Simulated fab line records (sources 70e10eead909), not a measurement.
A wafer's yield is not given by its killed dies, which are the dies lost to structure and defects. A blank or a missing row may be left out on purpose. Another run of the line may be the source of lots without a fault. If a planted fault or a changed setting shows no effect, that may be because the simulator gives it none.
Matching of chambers | flow nand_harc | NHARC_A_M1_PRE_CLEAN_32 on pecvd-02 has 3 sister chambers
The step time 12 s. 22 wafers are shown with their chamber, then 11 later ones without.

## WAFERS WITH THEIR CHAMBER
wafer  | chamber | heater_power_w (W) | heater_power_outer_w (W)
L075.2 | 1       | 527                | 332
L075.3 | 0       | 525                | 296
L075.6 | 2       | 682                | 375
L075.1 | 2       | 696                | 383
L075.4 | 0       | 533                | 291
L075.5 | 1       | 519                | 331
L076.1 | 2       | 781                | 445
L076.3 | 0       | 610                | 361
L076.4 | 0       | 621                | 354
L086.1 | 1       | 530                | 347
L086.4 | 0       | 595                | 344
L086.6 | 2       | 836                | 461
L088.1 | 2       | 788                | 424
L088.2 | 0       | 512                | 276
L088.5 | 1       | 571                | 390
L088.3 | 1       | 593                | 392
L088.4 | 0       | 504                | 280
L088.6 | 2       | 771                | 431
L090.3 | 2       | 768                | 423
L090.4 | 2       | 760                | 417
L090.5 | 0       | 605                | 358
L092.1 | 2       | 764                | 429

SIGNATURES (averages over the wafers above)
reading              | chamber 0 | chamber 1 | chamber 2 | scatter within a chamber
heater_power_w       | 563.12    | 548.00    | 760.67    | 44.9
heater_power_outer_w | 320.00    | 358.40    | 420.89    | 32
Rule: distance of a wafer from a chamber = root of the sum over the readings of ((wafer's reading minus chamber's mean) / reading's scatter) squared. If the next closest chamber is less than 2 further off than the closest, the wafer can't be placed; otherwise it belongs to the closest. The scatter: take each reading less its chamber's mean, square it, sum over the shown wafers, divide by the number of wafers less the number of chambers, and take the root.

## WAFERS MISSING THEIR CHAMBER
wafer  | heater_power_w (W) | heater_power_outer_w (W)
L092.2 | 524                | 339
L092.6 | 519                | 341
L093.1 | 609                | 345
L093.5 | 615                | 343
L093.6 | 517                | 331
L096.1 | 571                | 317
L096.2 | 802                | 454
L096.4 | 621                | 398
L097.1 | 716                | 385
L097.4 | 549                | 357
L097.6 | 716                | 388

## CHAMBER TAKEN BY EACH
wafer  | from the rows above          | in truth
L092.2 | can't be placed: 1 or 0      | 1
L092.6 | can't be placed: 1 or 0      | 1
L093.1 | can't be placed: 0 or 1      | 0
L093.5 | can't be placed: 0 or 1      | 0
L093.6 | can't be placed: 0 or 1      | 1
L096.1 | can't be placed: 0 or 1      | 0
L096.2 | 2                            | 2
L096.4 | can't be placed: 1 or 0 or 2 | 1
L097.1 | 2                            | 2
L097.4 | can't be placed: 1 or 0      | 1
L097.6 | 2                            | 2
Placed correctly: 3 of 11. Not placeable from these rows: 8 (in 8, the candidates include the true chamber). 0 placed wrongly.
